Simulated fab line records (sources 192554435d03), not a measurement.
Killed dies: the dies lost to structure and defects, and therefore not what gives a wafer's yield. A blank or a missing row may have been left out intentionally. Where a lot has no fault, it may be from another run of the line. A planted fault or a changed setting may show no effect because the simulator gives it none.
Lot-split experiment | flow n5_finfet | on a route of 1938 steps: 7 lots, 21 wafers read

== THE SPLIT ITSELF ==
At N5_BEOL_M14_ETCH_68 (etches SOC in N2/H2, time 450 s), the setting time_s was moved away from the recipe's 450 s on 7 of the 21 wafers read, by -20.9% to +14.3%. For the rest of the wafers, this setting stayed at what the recipe calls for.

The reading is taken at the split's own step.

== THE READING ==
SiARC_of_BEOL_M14_COAT_66.thk_nm (the simulator's own value, which no gauge read), in nm, at N5_BEOL_M14_ETCH_68 (etches SOC in N2/H2, time 450 s). The file gives no usual value for it. Average 65.5 nm, standard deviation 0.62 nm, over the 14 wafers here run with the recipe.

wafer  | tool, chamber at the split | time_s as run, s | against the recipe | SiARC_of_BEOL_M14_COAT_66.thk_nm, nm | against lot-mates on the recipe
L076.2 | rie_diel-05, 1             | 450              | recipe             | 65.8                                 | -
L076.4 | rie_diel-05, 2             | 383.6            | -14.8%             | 72.8                                 | +7.0
L076.5 | rie_diel-05, 3             | 383.6            | -14.8%             | 72.8                                 | +7.0
L083.3 | rie_diel-06, 0             | 450              | recipe             | 64.4                                 | -
L083.4 | rie_diel-06, 3             | 403.9            | -10.2%             | 68.4                                 | +4.0
L083.5 | rie_diel-06, 3             | 403.9            | -10.2%             | 68.6                                 | +4.2
L086.1 | rie_diel-05, 3             | 496              | +10.2%             | 59.4                                 | -5.6
L086.3 | rie_diel-05, 2             | 450              | recipe             | 65.8                                 | -
L086.5 | rie_diel-05, 1             | 450              | recipe             | 64.2                                 | -
L089.1 | rie_diel-03, 2             | 450              | recipe             | 66.4                                 | -
L089.3 | rie_diel-03, 1             | 450              | recipe             | 66.2                                 | -
L089.4 | rie_diel-03, 3             | 450              | recipe             | 66.2                                 | -
L088.2 | rie_diel-06, 2             | 450              | recipe             | 65.8                                 | -
L088.3 | rie_diel-06, 3             | 514.2            | +14.3%             | 57.4                                 | -8.1
L088.6 | rie_diel-06, 1             | 450              | recipe             | 65.2                                 | -
L085.3 | rie_diel-03, 1             | 356.1            | -20.9%             | 74.8                                 | +9.3
L085.4 | rie_diel-03, 3             | 450              | recipe             | 65.6                                 | -
L085.5 | rie_diel-03, 2             | 450              | recipe             | 65.4                                 | -
L095.2 | rie_diel-06, 2             | 450              | recipe             | 65.4                                 | -
L095.3 | rie_diel-06, 1             | 450              | recipe             | 65.6                                 | -
L095.5 | rie_diel-06, 0             | 450              | recipe             | 65                                   | -

FIT RESULTS
A straight line over all 21 wafers: SiARC_of_BEOL_M14_COAT_66.thk_nm changes by -0.477 nm for each +1% of time_s; r = -0.98; the points scatter about the line by 0.87 nm.
The same after taking each lot's own level away (the mean of its wafers on the recipe; 21 wafers): -0.481 nm for each +1%; r = -0.99; scatter 0.5 nm.
According to that fit, moving time_s by its largest amount changes the reading by 10 nm.
Across the lots, their own levels run from 64.40 to 66.27 nm, a range of 3.0 times the standard deviation given above.
So the lot-to-lot level changes the slope little: the two slopes agree.
Check: with one of the wafers moved furthest among these (-20.9%) left out of the fit, the line predicts +10.1 nm for it against its lot-mates. It came out at +9.3 nm against them.

== THESE WAFERS: OTHER SPLITS ==
Before the reading, these wafers also passed through other splits. Each is held against what the fit with the lots' levels taken away leaves over:
other split on the same wafers | wafers away from the commonest value | r with SiARC_of_BEOL_M14_COAT_66.thk_nm (lot level and that fit taken away)
N5_BEOL_M13_COAT_04 spin_rpm   | 6                                    | -0.03
N5_BEOL_M13_PEB_26 peb_time_s  | 5                                    | -0.23
N5_BEOL_M13_DESCUM_33 time_s   | 7                                    | +0.17
N5_BEOL_M14_PEB_26 peb_temp_c  | 7                                    | +0.29

== THE FILE'S OWN FIT ==
SiARC_of_BEOL_M14_COAT_66.thk_nm changes by -0.48 nm for each +1% of time_s, r = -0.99.
